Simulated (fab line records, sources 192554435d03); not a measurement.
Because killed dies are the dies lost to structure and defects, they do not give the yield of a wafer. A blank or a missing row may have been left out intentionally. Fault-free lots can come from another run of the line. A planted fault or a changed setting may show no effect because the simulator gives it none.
fab line records -- flow n5Finfet -- part 1 of 2: steps 1 to 4 of 6
[record] lots = 24, wafers = 72, lastDay = 18
route steps=1938 shown BEOL_M9@1467 BEOL_M10@1474
lots that met no fault: taken from a fault-free run of the same line
startH: start of the lot's first displayed wafer, in hours after the record's first day -- waitH: hours since the lot's step before -- " the same as in the row above -- L1.1+2: several wafers, shown together as one row -- - no value, or no start was given -- * or withheld: withheld -- < > ~ a bound
route shown NAME@n: a module of which the file shows steps, and the number in the route of the first -- usual: mean and standard deviation over wafers with no fault -- same: alike in all rows -- chamber/n: place in a boat -- sites: readings site by site -- _std_site: how widely they spread, as a standard deviation -- _edge_site: the outer-site mean with the inner-site mean subtracted -- radiusMm: how far each site lies from the wafer's centre -- mask NAME#n: copy n -- behind: tool/chamber where the wafer was last shaped -- hold: what put the lot on hold/how long, in hours/how the hold closed -- device: transistor that didn't switch, given as n, p or np -- end of line: the route-end tests of the same wafers -- step lacking rows: just its recipe -- killed: at the first sort, the dies lost to defects and structure; wafer yield is something else -- map: a wafer's dies, marking killed ones x, the rest . and places with no die _
set.NAME: the setting that was run; set.NAME@STEP: the one run at that earlier step -- model.NAME: the simulator's own value behind a step, which no gauge read
steps of the route over a sample of lots; a table a step, a row a wafer
services: when a tool's chamber went out of use (startH, in hours from the record's first day, below 0 if earlier), for how many hours, and the reason
[[steps]]
[step N5_BEOL_M9_DEP_56]
[recipe] material = SiCN, targetThkA = 150, tempC = withheld, precursor = 3MS/NH3, pressureTorr = 3, rfW = 202, timeS = 26.5
[usual] showerheadPlenumPTorr = 3.665/0.012, throttleValvePct = 9.0/0.46
lot.wafer,tool,chamber,startH,waitH,showerheadPlenumPTorr,throttleValvePct
L074.2,pecvd-02,2,221.50,0.0,3.698,8.7
L074.3,pecvd-02,1,221.50,0.0,3.664,9.7
L074.5,pecvd-02,0,221.50,0.0,3.670,9.5
L075.3,pecvd-01,1,221.91,0.0,3.677,9.2
L075.5,pecvd-01,1,221.91,0.0,3.668,8.9
L075.6,pecvd-01,0,221.91,0.0,3.670,8.7
L076.1,pecvd-02,2,222.76,0.0,3.693,8.5
L076.2,pecvd-02,1,222.76,0.0,3.670,9.4
L076.5,pecvd-02,1,222.76,0.0,3.661,9.5
L078.1,pecvd-01,2,231.47,0.0,3.659,8.9
L078.3,pecvd-01,1,231.47,0.0,3.672,9.3
L078.5,pecvd-01,0,231.47,0.0,3.665,8.8
L077.3,pecvd-01,0,232.58,0.0,3.664,8.9
L077.4,pecvd-01,2,232.58,0.0,3.650,8.9
L077.6,pecvd-01,0,232.58,0.0,3.675,9.0
L079.4,pecvd-03,0,240.84,0.0,3.646,9.0
L079.5,pecvd-03,2,240.84,0.0,3.647,7.9
L079.6,pecvd-03,1,240.84,0.0,3.678,9.6
L081.1,pecvd-01,0,248.39,0.0,3.672,8.9
L081.2,pecvd-01,1,248.39,0.0,3.668,8.8
L081.6,pecvd-01,0,248.39,0.0,3.667,8.7
L080.2,pecvd-02,1,248.66,0.0,3.655,9.4
L080.3,pecvd-02,0,248.66,0.0,3.657,9.7
L080.4,pecvd-02,2,248.66,0.0,3.685,8.5
L083.4,pecvd-02,2,254.16,0.0,3.698,8.6
L083.5,pecvd-02,1,254.16,0.0,3.661,9.7
L083.6,pecvd-02,0,254.16,0.0,3.654,9.7
L082.1,pecvd-03,2,266.00,0.0,3.654,8.2
L082.4,pecvd-03,2,266.00,0.0,3.651,8.1
L082.6,pecvd-03,0,266.00,0.0,3.644,9.3
L084.4,pecvd-03,2,266.31,0.0,3.643,7.9
L084.5,pecvd-03,0,266.31,0.0,3.645,9.0
L084.6,pecvd-03,2,266.31,0.0,3.653,8.1
L085.1,pecvd-01,2,274.45,0.0,3.657,9.0
L085.4,pecvd-01,2,274.45,0.0,3.661,8.7
L085.5,pecvd-01,0,274.45,0.0,3.670,8.9
L086.2,pecvd-02,1,282.61,0.0,3.659,9.5
L086.3,pecvd-02,2,282.61,0.0,3.689,8.6
L086.6,pecvd-02,1,282.61,0.0,3.666,9.3
L087.2,pecvd-01,2,284.00,0.0,3.660,9.0
L087.4,pecvd-01,0,284.00,0.0,3.672,8.8
L087.5,pecvd-01,2,284.00,0.0,3.657,9.1
L088.1,pecvd-02,0,306.07,0.0,3.667,9.6
L088.2,pecvd-02,1,306.07,0.0,3.672,9.5
L088.4,pecvd-02,1,306.07,0.0,3.656,9.9
L090.1,pecvd-02,1,306.36,0.0,3.656,9.5
L090.4,pecvd-02,1,306.36,0.0,3.662,9.7
L090.5,pecvd-02,2,306.36,0.0,3.693,8.5
L089.2,pecvd-01,0,307.45,0.0,3.658,8.9
L089.4,pecvd-01,0,307.45,0.0,3.668,9.0
L089.5,pecvd-01,1,307.45,0.0,3.665,9.1
L091.2,pecvd-01,1,328.47,0.0,3.669,9.2
L091.3,pecvd-01,0,328.47,0.0,3.667,8.7
L091.5,pecvd-01,1,328.47,0.0,3.668,9.0
L093.1,pecvd-01,0,329.43,0.0,3.665,9.0
L093.2,pecvd-01,2,329.43,0.0,3.663,9.2
L093.3,pecvd-01,1,329.43,0.0,3.668,8.7
L094.2,pecvd-03,0,333.10,0.0,3.654,9.2
L094.4,pecvd-03,2,333.10,0.0,3.660,8.0
L094.5,pecvd-03,0,333.10,0.0,3.657,9.3
L095.2,pecvd-03,2,336.73,0.0,3.665,8.0
L095.3,pecvd-03,0,336.73,0.0,3.653,9.3
L095.4,pecvd-03,2,336.73,0.0,3.658,8.2
L092.2,pecvd-01,2,336.84,0.0,3.653,9.0
L092.4,pecvd-01,0,336.84,0.0,3.660,8.7
L092.6,pecvd-01,2,336.84,0.0,3.652,9.0
L096.2,pecvd-02,2,353.31,0.0,3.693,8.7
L096.3,pecvd-02,1,353.31,0.0,3.666,9.7
L096.6,pecvd-02,1,353.31,0.0,3.661,9.2
L097.2,pecvd-01,0,361.98,0.0,3.669,8.9
L097.4,pecvd-01,2,361.98,0.0,3.663,9.0
L097.6,pecvd-01,1,361.98,0.0,3.676,9.1
[step N5_BEOL_M9_INSPECT_58]
[recipe] inspectInstrument = darkfield, mode = postDep
[usual] rawDefectCount = 64/21
lot.wafer,tool,chamber,startH,waitH,rawDefectCount
L074.2,defectInspect-02,-,221.60,0.0,81
L074.3,defectInspect-02,-,221.60,0.0,110
L074.5,defectInspect-02,-,221.60,0.0,58
L075.3,defectInspect-02,-,222.01,0.0,58
L075.5,defectInspect-02,-,222.01,0.0,43
L075.6,defectInspect-02,-,222.01,0.0,80
L076.1,defectInspect-01,-,222.86,0.0,59
L076.2,defectInspect-01,-,222.86,0.0,54
L076.5,defectInspect-01,-,222.86,0.0,42
L078.1,defectInspect-01,-,231.57,0.0,47
L078.3,defectInspect-01,-,231.57,0.0,51
L078.5,defectInspect-01,-,231.57,0.0,65
L077.3,defectInspect-01,-,232.68,0.0,61
L077.4,defectInspect-01,-,232.68,0.0,75
L077.6,defectInspect-01,-,232.68,0.0,46
L079.4,defectInspect-01,-,240.92,0.0,67
L079.5,defectInspect-01,-,240.92,0.0,79
L079.6,defectInspect-01,-,240.92,0.0,59
L081.1,defectInspect-01,-,248.49,0.0,78
L081.2,defectInspect-01,-,248.49,0.0,73
L081.6,defectInspect-01,-,248.49,0.0,81
L080.2,defectInspect-01,-,248.76,0.0,72
L080.3,defectInspect-01,-,248.76,0.0,137
L080.4,defectInspect-01,-,248.76,0.0,76
L083.4,defectInspect-01,-,254.24,0.0,93
L083.5,defectInspect-01,-,254.24,0.0,130
L083.6,defectInspect-01,-,254.24,0.0,68
L082.1,defectInspect-01,-,266.11,0.0,56
L082.4,defectInspect-01,-,266.11,0.0,84
L082.6,defectInspect-01,-,266.11,0.0,35
L084.4,defectInspect-02,-,266.42,0.0,70
L084.5,defectInspect-02,-,266.42,0.0,107
L084.6,defectInspect-02,-,266.42,0.0,42
L085.1,defectInspect-01,-,274.55,0.0,72
L085.4,defectInspect-01,-,274.55,0.0,71
L085.5,defectInspect-01,-,274.55,0.0,83
L086.2,defectInspect-01,-,282.73,0.0,42
L086.3,defectInspect-01,-,282.73,0.0,41
L086.6,defectInspect-01,-,282.73,0.0,53
L087.2,defectInspect-01,-,284.22,0.1,46
L087.4,defectInspect-01,-,284.22,0.1,40
L087.5,defectInspect-01,-,284.22,0.1,30
L088.1,defectInspect-02,-,306.17,0.0,56
L088.2,defectInspect-02,-,306.17,0.0,61
L088.4,defectInspect-02,-,306.17,0.0,37
L090.1,defectInspect-01,-,306.46,0.0,66
L090.4,defectInspect-01,-,306.46,0.0,41
L090.5,defectInspect-01,-,306.46,0.0,56
L089.2,defectInspect-02,-,307.55,0.0,27
L089.4,defectInspect-02,-,307.55,0.0,56
L089.5,defectInspect-02,-,307.55,0.0,60
L091.2,defectInspect-02,-,328.57,0.0,63
L091.3,defectInspect-02,-,328.57,0.0,71
L091.5,defectInspect-02,-,328.57,0.0,63
L093.1,defectInspect-01,-,329.53,0.0,49
L093.2,defectInspect-01,-,329.53,0.0,52
L093.3,defectInspect-01,-,329.53,0.0,61
L094.2,defectInspect-02,-,333.23,0.0,41
L094.4,defectInspect-02,-,333.23,0.0,75
L094.5,defectInspect-02,-,333.23,0.0,38
L095.2,defectInspect-02,-,337.01,0.2,52
L095.3,defectInspect-02,-,337.01,0.2,56
L095.4,defectInspect-02,-,337.01,0.2,59
L092.2,defectInspect-02,-,337.02,0.1,68
L092.4,defectInspect-02,-,337.02,0.1,89
L092.6,defectInspect-02,-,337.02,0.1,118
L096.2,defectInspect-02,-,353.41,0.0,37
L096.3,defectInspect-02,-,353.41,0.0,50
L096.6,defectInspect-02,-,353.41,0.0,39
L097.2,defectInspect-01,-,362.08,0.0,59
L097.4,defectInspect-01,-,362.08,0.0,40
L097.6,defectInspect-01,-,362.08,0.0,99
[step N5_BEOL_M10_HM_DEP_02]
[recipe] material = TiN, targetThkA = 200, tempC = 25, chamberPressurePa = 0.49996
[usual] throttleValvePct = 30.0/1.2
lot.wafer,tool,chamber,startH,waitH,throttleValvePct
L074.2,pvdSputter-02,-,222.35,0.0,30.4
L074.3,pvdSputter-02,-,222.35,0.0,28.5
L074.5,pvdSputter-02,-,222.35,0.0,28.4
L075.3,pvdSputter-02,-,224.66,1.9,28.8
L075.5,pvdSputter-02,-,224.66,1.9,28.5
L075.6,pvdSputter-02,-,224.66,1.9,30.2
L076.1,pvdSputter-02,-,225.42,1.9,30.5
L076.2,pvdSputter-02,-,225.42,1.9,28.7
L076.5,pvdSputter-02,-,225.42,1.9,28.3
L078.1,pvdSputter-01,-,233.03,0.5,28.9
L078.3,pvdSputter-01,-,233.03,0.5,29.2
L078.5,pvdSputter-01,-,233.03,0.5,29.2
L077.3,pvdSputter-01,-,234.35,1.0,30.7
L077.4,pvdSputter-01,-,234.35,1.0,29.6
L077.6,pvdSputter-01,-,234.35,1.0,29.0
L079.4,pvdSputter-02,-,242.17,0.5,30.4
L079.5,pvdSputter-02,-,242.17,0.5,31.2
L079.6,pvdSputter-02,-,242.17,0.5,30.8
L081.1,pvdSputter-03,-,249.63,0.5,31.9
L081.2,pvdSputter-03,-,249.63,0.5,29.2
L081.6,pvdSputter-03,-,249.63,0.5,31.7
L080.2,pvdSputter-02,-,251.86,2.4,31.5
L080.3,pvdSputter-02,-,251.86,2.4,28.4
L080.4,pvdSputter-02,-,251.86,2.4,30.4
L083.4,pvdSputter-03,-,255.43,0.5,29.5
L083.5,pvdSputter-03,-,255.43,0.5,32.0
L083.6,pvdSputter-03,-,255.43,0.5,33.0
L082.1,pvdSputter-01,-,269.01,2.2,29.3
L082.4,pvdSputter-01,-,269.01,2.2,31.0
L082.6,pvdSputter-01,-,269.01,2.2,29.1
L084.4,pvdSputter-02,-,269.07,2.0,31.3
L084.5,pvdSputter-02,-,269.07,2.0,28.7
L084.6,pvdSputter-02,-,269.07,2.0,30.5
L085.1,pvdSputter-02,-,275.79,0.6,30.7
L085.4,pvdSputter-02,-,275.79,0.6,28.7
L085.5,pvdSputter-02,-,275.79,0.6,28.5
L086.2,pvdSputter-01,-,284.91,1.5,29.2
L086.3,pvdSputter-01,-,284.91,1.5,28.6
L086.6,pvdSputter-01,-,284.91,1.5,28.8
L087.2,pvdSputter-01,-,285.55,0.6,28.8
L087.4,pvdSputter-01,-,285.55,0.6,28.9
L087.5,pvdSputter-01,-,285.55,0.6,29.0
L088.1,pvdSputter-02,-,307.67,0.8,31.6
L088.2,pvdSputter-02,-,307.67,0.8,28.8
L088.4,pvdSputter-02,-,307.67,0.8,30.7
L090.1,pvdSputter-03,-,307.70,0.6,29.7
L090.4,pvdSputter-03,-,307.70,0.6,32.1
L090.5,pvdSputter-03,-,307.70,0.6,33.0
L089.2,pvdSputter-01,-,308.27,0.0,29.3
L089.4,pvdSputter-01,-,308.27,0.0,30.9
L089.5,pvdSputter-01,-,308.27,0.0,28.7
L091.2,pvdSputter-01,-,329.32,0.0,28.8
L091.3,pvdSputter-01,-,329.32,0.0,30.9
L091.5,pvdSputter-01,-,329.32,0.0,28.9
L093.1,pvdSputter-02,-,331.98,1.8,31.3
L093.2,pvdSputter-02,-,331.98,1.8,30.5
L093.3,pvdSputter-02,-,331.98,1.8,30.5
L094.2,pvdSputter-02,-,333.97,0.0,30.5
L094.4,pvdSputter-02,-,333.97,0.0,28.2
L094.5,pvdSputter-02,-,333.97,0.0,30.5
L092.2,pvdSputter-02,-,338.09,0.4,31.5
L092.4,pvdSputter-02,-,338.09,0.4,30.4
L092.6,pvdSputter-02,-,338.09,0.4,30.4
L095.2,pvdSputter-01,-,338.68,0.5,30.8
L095.3,pvdSputter-01,-,338.68,0.5,29.1
L095.4,pvdSputter-01,-,338.68,0.5,28.3
L096.2,pvdSputter-02,-,354.83,0.2,28.6
L096.3,pvdSputter-02,-,354.83,0.2,31.4
L096.6,pvdSputter-02,-,354.83,0.2,28.7
L097.2,pvdSputter-02,-,364.53,1.8,31.5
L097.4,pvdSputter-02,-,364.53,1.8,30.7
L097.6,pvdSputter-02,-,364.53,1.8,30.3
[step N5_BEOL_M10_ETCH_65]
[recipe] chemistry = CF4, target = SiARC, targetDepthA = 390, maskMaterial = CAR-ArF, timeS = 65, ionEnergyEv = 80, pressureMtorr = 40, sourceW = 545, biasW = 36, Ar_flow_sccm = 100, cf4FlowSccm = 100, ends = cleared
[usual] drypumpMotorCurrentA = 5.6/0.46, etchRfOnTimeS = 64.1/2.7, mfcArSccm = 99.99/0.28, oesProductAu = 0.69/0.083, rfVppV = 184.1/1.4, showerheadPlenumPTorr = 2.14/0.094, throttleValvePct = 15.59/0.29
lot.wafer,tool,chamber,startH,waitH,drypumpMotorCurrentA,etchRfOnTimeS,mfcArSccm,oesProductAu,rfHoursCounterH,rfVppV,showerheadPlenumPTorr,throttleValvePct
L074.2,rieDiel-05,3,224.91,0.0,5.9,62.8,100.58,0.69,120,184.0,2.24,15.48
L074.3,rieDiel-05,1,224.91,0.0,6.5,66.6,100.37,0.80,10,184.1,2.26,15.52
L074.5,rieDiel-05,0,224.91,0.0,5.8,65.9,100.29,0.77,-,183.3,2.08,15.27
L076.1,rieDiel-03,2,228.23,0.0,5.2,63.2,100.27,0.67,141,182.8,2.06,15.59
L076.2,rieDiel-03,3,228.23,0.0,5.3,63.0,100.39,0.61,224,182.8,2.12,15.82
L076.5,rieDiel-03,2,228.23,0.0,5.2,63.0,99.87,0.67,-,182.7,2.06,15.61
L075.3,rieDiel-04,1,228.39,0.0,4.9,70.2,99.84,0.58,206,183.7,2.05,15.92
L075.5,rieDiel-04,3,228.39,0.0,5.3,60.9,100.19,0.82,-,185.5,2.27,15.26
L075.6,rieDiel-04,2,228.39,0.0,6.2,66.3,100.16,0.58,-,182.6,2.03,15.98
L077.3,rieDiel-04,0,236.66,0.0,5.5,61.0,99.80,0.81,34,184.1,2.15,15.09
L077.4,rieDiel-04,1,236.66,0.0,4.9,69.2,99.81,0.58,208,182.7,2.05,15.90
L077.6,rieDiel-04,0,236.66,0.0,5.5,60.5,99.51,0.81,-,185.1,2.15,15.06
L078.1,rieDiel-03,1,236.83,0.0,6.0,64.1,99.82,0.64,153,184.3,2.07,15.98
L078.3,rieDiel-03,0,236.83,0.0,5.5,60.9,99.66,0.74,63,185.9,2.26,15.35
L078.5,rieDiel-03,1,236.83,0.0,6.0,64.3,100.09,0.64,-,183.4,2.07,16.01
L079.4,rieDiel-04,2,245.34,0.0,6.2,66.3,100.49,0.58,242,183.7,2.02,16.01
L079.5,rieDiel-04,2,245.34,0.0,6.1,65.9,99.90,0.58,-,182.4,2.02,16.00
L079.6,rieDiel-04,1,245.34,0.0,4.9,70.8,99.56,0.58,-,182.4,2.05,15.92
L081.1,rieDiel-03,3,251.38,0.0,5.4,62.9,99.94,0.61,231,183.2,2.12,15.84
L081.2,rieDiel-03,0,251.38,0.0,5.5,60.0,99.57,0.74,68,186.4,2.26,15.34
L081.6,rieDiel-03,0,251.38,0.0,5.5,59.7,99.12,0.75,-,185.2,2.26,15.34
L080.2,rieDiel-03,3,253.86,0.0,5.3,63.6,100.02,0.61,233,184.9,2.12,15.86
L080.3,rieDiel-03,0,253.86,0.0,5.5,61.0,99.67,0.73,69,184.9,2.26,15.35
L080.4,rieDiel-03,2,253.86,0.0,5.2,62.9,99.95,0.66,-,183.7,2.06,15.62
L083.4,rieDiel-04,3,257.55,0.0,5.3,62.0,99.48,0.80,23,185.6,2.26,15.27
L083.5,rieDiel-04,2,257.55,0.0,6.1,67.9,99.85,0.57,-,182.5,2.02,16.01
L083.6,rieDiel-04,1,257.55,0.0,4.9,71.0,100.05,0.57,-,183.0,2.05,15.91
L084.4,rieDiel-05,3,272.15,0.0,5.9,63.6,100.38,0.68,135,184.1,2.23,15.51
L084.5,rieDiel-05,2,272.15,0.0,6.3,65.1,99.71,0.61,-,183.4,2.04,15.57
L084.6,rieDiel-05,1,272.15,0.0,6.5,66.7,100.66,0.76,-,185.0,2.26,15.54
L082.1,rieDiel-04,3,272.64,0.0,5.3,61.0,99.88,0.80,29,186.4,2.26,15.30
L082.4,rieDiel-04,3,272.64,0.0,5.3,61.7,99.90,0.80,-,185.0,2.26,15.29
L082.6,rieDiel-04,0,272.64,0.0,5.5,61.2,100.27,0.79,-,185.5,2.15,15.13
L085.1,rieDiel-04,3,277.37,0.0,5.3,61.0,100.32,0.79,32,186.9,2.26,15.30
L085.4,rieDiel-04,0,277.37,0.0,5.5,61.1,99.77,0.78,-,183.4,2.15,15.12
L085.5,rieDiel-04,3,277.37,0.0,5.3,61.4,99.92,0.79,-,186.4,2.26,15.29
L086.2,rieDiel-03,1,286.61,0.0,6.0,64.3,100.20,0.63,170,183.6,2.07,16.03
L086.3,rieDiel-03,0,286.61,0.0,5.5,61.0,99.92,0.72,79,184.9,2.26,15.36
L086.6,rieDiel-03,0,286.61,0.0,5.5,60.8,100.08,0.72,-,185.1,2.26,15.38
L087.2,rieDiel-05,2,291.07,0.0,6.2,67.1,100.03,0.59,223,183.8,2.04,15.60
L087.4,rieDiel-05,3,291.07,0.0,6.0,63.7,99.91,0.67,141,186.3,2.23,15.51
L087.5,rieDiel-05,1,291.07,0.0,6.5,67.4,100.18,0.76,-,184.9,2.26,15.56
L088.1,rieDiel-05,1,310.73,0.0,6.5,67.9,100.07,0.74,38,187.1,2.25,15.58
L088.2,rieDiel-05,2,310.73,0.0,6.3,66.9,99.88,0.60,227,184.6,2.03,15.59
L088.4,rieDiel-05,3,310.73,0.0,6.0,64.8,100.23,0.66,148,185.2,2.23,15.53
L090.1,rieDiel-03,0,310.78,0.0,5.5,61.7,100.31,0.71,89,185.0,2.25,15.39
L090.4,rieDiel-03,2,310.78,0.0,5.2,64.2,100.01,0.64,-,182.8,2.05,15.69
L090.5,rieDiel-03,1,310.78,0.0,6.0,64.2,99.44,0.62,-,183.7,2.06,16.04
L089.2,rieDiel-04,3,310.82,0.0,5.3,61.1,100.16,0.77,47,186.0,2.26,15.33
L089.4,rieDiel-04,2,310.82,0.0,6.1,64.3,99.74,0.81,-,185.7,2.27,15.52
L089.5,rieDiel-04,3,310.82,0.0,5.3,61.1,99.50,0.77,-,186.1,2.26,15.33
L091.2,rieDiel-03,1,331.16,0.0,6.0,63.2,100.07,0.62,188,182.5,2.06,16.07
L091.3,rieDiel-03,2,331.16,0.0,5.2,62.9,99.75,0.64,183,181.2,2.05,15.69
L091.5,rieDiel-03,2,331.16,0.0,5.2,63.2,99.59,0.64,-,184.9,2.05,15.70
L093.1,rieDiel-04,0,333.57,0.0,5.5,61.6,99.73,0.75,67,185.2,2.14,15.15
L093.2,rieDiel-04,3,333.57,0.0,5.3,61.9,100.12,0.76,57,184.4,2.25,15.34
L093.3,rieDiel-04,2,333.57,0.0,6.1,63.9,99.95,0.78,14,185.4,2.27,15.54
L094.2,rieDiel-03,3,335.52,0.0,5.4,61.9,100.09,0.83,2,184.6,2.11,15.43
L094.4,rieDiel-03,2,335.52,0.0,5.2,63.4,100.50,0.64,184,182.5,2.05,15.70
L094.5,rieDiel-03,0,335.52,0.0,5.5,61.8,99.68,0.70,-,186.0,2.25,15.41
L092.2,rieDiel-05,0,340.12,0.0,5.8,66.9,99.83,0.70,67,183.0,2.06,15.33
L092.4,rieDiel-05,3,340.12,0.0,5.9,63.5,99.93,0.65,157,185.8,2.23,15.54
L092.6,rieDiel-05,0,340.12,0.0,5.8,66.5,99.67,0.72,-,181.3,2.06,15.33
L095.2,rieDiel-03,1,340.67,0.0,6.0,63.5,100.20,0.62,192,183.2,2.06,16.08
L095.3,rieDiel-03,3,340.67,0.0,5.4,61.8,99.84,0.82,4,183.6,2.11,15.42
L095.4,rieDiel-03,0,340.67,0.0,5.5,61.1,99.98,0.70,100,185.5,2.25,15.40
L096.2,rieDiel-03,0,356.92,0.0,5.5,61.2,100.10,0.70,105,185.7,2.25,15.41
L096.3,rieDiel-03,3,356.92,0.0,5.3,61.7,99.88,0.81,10,184.0,2.11,15.43
L096.6,rieDiel-03,1,356.92,0.0,6.1,64.3,100.60,0.61,-,183.6,2.06,16.10
L097.2,rieDiel-05,0,366.64,0.0,5.8,66.8,99.60,0.70,76,183.3,2.06,15.34
L097.4,rieDiel-05,3,366.64,0.0,5.9,63.0,100.47,0.65,166,185.1,2.22,15.57
L097.6,rieDiel-05,2,366.64,0.0,6.3,65.1,100.35,0.60,-,183.0,2.03,15.63
